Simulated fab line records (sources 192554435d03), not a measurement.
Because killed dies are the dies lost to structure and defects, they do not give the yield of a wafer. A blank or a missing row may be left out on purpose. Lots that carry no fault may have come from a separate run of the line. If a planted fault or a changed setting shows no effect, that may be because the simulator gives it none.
One fault through the eyes of 2 desks || flow n5Finfet || every desk sees just its own numbers, and what lay behind them comes last

== FOR THE TOOL OWNER'S DESK: cvdCo-01 ==
The tool's own readings at N5_BEOL_M2_CVD_47 (deposits Co from CCTBA/H2, target thk 3 nm, time 223.8 s): means of the sampled wafers that have a number, for each lot that ran on this tool. The brackets show how far a lot's mean lies from the usual mean; more than 4 standard deviations puts the lot out of limits, marked OUT.
Columns: A = runLengthS at N5_BEOL_M2_CVD_47, usual 246.4 s
{"lot": "L302", "first seen here": "day 6 18:34", "A": 246.1}
{"lot": "L301", "first seen here": "day 6 21:52", "A": 246.2}
{"lot": "L303", "first seen here": "day 7 02:40", "A": "199.0 (-95) OUT"}
{"lot": "L316", "first seen here": "day 10 18:11", "A": 246.4}
{"lot": "L319", "first seen here": "day 11 15:52", "A": 246.6}
{"lot": "L322", "first seen here": "day 12 04:08", "A": 246.2}
{"lot": "L323", "first seen here": "day 12 11:30", "A": 246.3}
This desk's finding: out of limits on L303; first on L303, day 7 02:40 (runLengthS at N5_BEOL_M2_CVD_47). Within limits: L302, L301, L316, L319, L322, L323.

== FROM THE METROLOGY DESK ==
Lot by lot, what the gauges showed, no matter which tool ran the lot: averages of those sampled wafers that carry a number. The brackets show how far a lot's mean lies from the usual mean; more than 4 standard deviations puts the lot out of limits, marked OUT. Shown here are 7 of its 11 readings, the ones lying furthest out on some lot.
Columns: A = trenchDepthNm at N5_BEOL_M2_OCD_MEAS_38, usual 54.8 nm; B = DIBL_N at N5_BEOL_M4_RC_MEAS_101, usual 37.5 mV/V; C = DIBL_P at N5_BEOL_M4_RC_MEAS_101, usual 37.3 mV/V; D = ION_N at N5_BEOL_M4_RC_MEAS_101, usual 677 uA/um; E = ION_P at N5_BEOL_M4_RC_MEAS_101, usual 464 uA/um; F = SS_N at N5_BEOL_M4_RC_MEAS_101, usual 72.0 mV/dec; G = SS_P at N5_BEOL_M4_RC_MEAS_101, usual 73.5 mV/dec
{"lot": "L302", "first seen here": "day 6 17:47", "A": 54.6, "B": 38.3, "C": 37.6, "D": 678, "E": 463, "F": 72.3, "G": 73.9}
{"lot": "L301", "first seen here": "day 6 20:48", "A": 55.4, "B": 38.7, "C": 38.1, "D": 675, "E": 455, "F": 72.4, "G": 73.7}
{"lot": "L303", "first seen here": "day 7 00:24", "A": 55.0, "B": 36.5, "C": 39.8, "D": 684, "E": 466, "F": 72.7, "G": 73.2}
{"lot": "L316", "first seen here": "day 10 17:08", "A": 55.3, "B": 36.4, "C": 34.5, "D": 674, "E": 464, "F": 71.6, "G": 72.7}
{"lot": "L315", "first seen here": "day 10 17:30", "A": 54.5, "B": 36.7, "C": 37.7, "D": 677, "E": 461, "F": 71.7, "G": 73.5}
{"lot": "L317", "first seen here": "day 10 17:52", "A": 55.5, "B": 40.3, "C": 39.7, "D": 693, "E": 472, "F": 72.9, "G": 74.5}
{"lot": "L318", "first seen here": "day 11 01:34", "A": 54.7, "B": 36.2, "C": 37.7, "D": 678, "E": 476, "F": 71.4, "G": 72.9}
{"lot": "L319", "first seen here": "day 11 14:41", "A": 54.0, "B": 38.2, "C": 37.3, "D": 678, "E": 462, "F": 72.2, "G": 73.6}
{"lot": "L321", "first seen here": "day 11 17:59", "A": 54.9, "B": 39.7, "C": 40.5, "D": 685, "E": 466, "F": 72.3, "G": 74.5}
{"lot": "L322", "first seen here": "day 12 03:28", "A": 54.8, "B": 36.3, "C": 35.7, "D": 674, "E": 464, "F": 71.9, "G": 73.2}
{"lot": "L323", "first seen here": "day 12 10:21", "A": 56.0, "B": 36.5, "C": 37.2, "D": 674, "E": 462, "F": 72.0, "G": 73.3}
This desk's verdict: no lot among the 11 shows anything out of limits.

== TAKEN TOGETHER ==
On L303, at day 7 02:40, an alarm was possible from the tool owner's desk.
From the metrology desk's view, nothing was out of limits.
The metrology desk has L303 on record, within its limits.
All the named lots went through N5_BEOL_M2_CVD_47 on cvdCo-01.

== WHAT WAS PUT IN BY THE SIMULATOR ==
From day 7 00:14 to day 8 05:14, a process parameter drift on cvdCo-01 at N5_BEOL_M2_CVD_47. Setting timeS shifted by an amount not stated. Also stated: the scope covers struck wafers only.
Struck lots among those shown: L303.
Time in hours from fault onset to the first out-of-limits reading at each desk: the tool owner's desk, 2.
